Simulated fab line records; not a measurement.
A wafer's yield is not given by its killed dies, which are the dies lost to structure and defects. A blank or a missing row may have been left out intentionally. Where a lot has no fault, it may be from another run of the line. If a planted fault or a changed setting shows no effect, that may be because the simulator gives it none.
Lot-split experiment    flow n5-finfet    route with 1938 steps; 7 lots, 21 wafers read

== THE SPLIT ==
At N5_BEOL_M10_TRENCH_ETCH_37 (etches SiCOH lowk in C4F6/O2, target depth 148.83 nm, time 48 s), the setting bias-w was moved away from the recipe's 185 W on 10 of the 21 wafers read, by -16.6% to +17.1%. This setting was run at the recipe's value on the other wafers.

Reading taken at the split's own step.

== THE READING ==
rf-vpp-V, in V, at N5_BEOL_M10_TRENCH_ETCH_37 (etches SiCOH lowk in C4F6/O2, target depth 148.83 nm, time 48 s). Typical for fault-free wafers on this fab line: 668 V, with standard deviation 5.3 V.

wafer   tool, chamber at the split  bias-w as run, W  against the recipe  rf-vpp-V, V  against lot-mates on the recipe
L076.1  rie-diel-03, 3              206.7             +11.7%              727          +65
L076.2  rie-diel-03, 2              185               recipe              658          -
L076.5  rie-diel-03, 3              185               recipe              666          -
L080.1  rie-diel-05, 3              185               recipe              667          -
L080.3  rie-diel-05, 0              185               recipe              661          -
L080.6  rie-diel-05, 2              185               recipe              673          -
L089.3  rie-diel-06, 1              160               -13.5%              593          -79
L089.4  rie-diel-06, 3              185               recipe              672          -
L089.5  rie-diel-06, 1              160               -13.5%              594          -78
L094.1  rie-diel-03, 2              154.2             -16.6%              567          -106
L094.2  rie-diel-03, 1              185               recipe              673          -
L094.5  rie-diel-03, 1              154.2             -16.6%              582          -91
L091.2  rie-diel-06, 1              161.1             -12.9%              598          -69
L091.4  rie-diel-06, 1              185               recipe              667          -
L091.6  rie-diel-06, 0              161.1             -12.9%              604          -63
L095.2  rie-diel-03, 0              185               recipe              666          -
L095.3  rie-diel-03, 2              185               recipe              657          -
L095.6  rie-diel-03, 2              185               recipe              658          -
L096.2  rie-diel-05, 2              216.7             +17.1%              764          no lot-mate on the recipe
L096.4  rie-diel-05, 0              216.7             +17.1%              748          no lot-mate on the recipe
L096.6  rie-diel-05, 3              216.7             +17.1%              756          no lot-mate on the recipe

THE FIT
A straight line over all 21 wafers: rf-vpp-V changes by +5.29 V for each +1% of bias-w; r = +0.99; the points scatter about the line by 5.9 V.
The same after taking each lot's own level away (the mean of its wafers on the recipe; 18 wafers): +5.66 V for each +1%; r = +0.99; scatter 5.2 V.
That fit puts the effect of the largest move of bias-w on the reading at 97 V.
The lots' own levels span 660.3 to 673.0 V, that is 2.4 times the standard deviation above.
The two slopes are in agreement: the lot-to-lot level therefore moves the slope only a little.
Check: for one of the wafers moved furthest among these (-16.6%), held out of the fit, the line's prediction against its lot-mates is -91.2 V. It came out at -106 V against them.
Tool readings at the split's step, against how far the setting was moved: rf-vpp-V r = +0.99.

== OTHER SPLITS APPLIED TO THESE WAFERS ==
Note: prior to the reading, these wafers also went through further splits. Each is held against what the fit with the lots' levels taken away leaves over:
other split on the same wafers     wafers away from the commonest value  r with rf-vpp-V (lot level and that fit taken away)
N5_BEOL_M7_HM_DEP_02 target-thk-a  7                                     +0.15
N5_BEOL_M8_COAT_22 spin-rpm        6                                     -0.14
N5_BEOL_M8_EXPOSE_25 dose-mj       9                                     -0.29
N5_BEOL_M9_ETCH_62 source-w        4                                     +0.36
N5_BEOL_M9_COAT_22 spin-rpm        6                                     -0.51

== THE WHOLE CHAIN: every reading that the file lists as answering this split, in the file's order ==
step                        what it does                                                     reading                                                                            change (the file's fit)                 r (the file's)
N5_BEOL_M10_TRENCH_ETCH_37  etches SiCOH lowk in C4F6/O2, target depth 148.83 nm, time 48 s  rf-vpp-V                                                                           +5.65 V for each +1% of the setting     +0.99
N5_BEOL_M10_TRENCH_ETCH_37  etches SiCOH lowk in C4F6/O2, target depth 148.83 nm, time 48 s  etch.depth-nm (the simulator's own value, which no gauge read)                     +0.532 nm for each +1% of the setting   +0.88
N5_BEOL_M10_TRENCH_ETCH_37  etches SiCOH lowk in C4F6/O2, target depth 148.83 nm, time 48 s  BEOL_M10.feature-depth-nm (the simulator's own value, which no gauge read)         +0.53 nm for each +1% of the setting    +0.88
N5_BEOL_M10_TRENCH_ETCH_37  etches SiCOH lowk in C4F6/O2, target depth 148.83 nm, time 48 s  TiN_of_BEOL_M10_HM_DEP_02.thk-nm (the simulator's own value, which no gauge read)  -0.0254 nm for each +1% of the setting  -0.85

== FILE'S OWN FIT ==
rf-vpp-V changes by +5.65 V for each +1% of bias-w, r = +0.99.
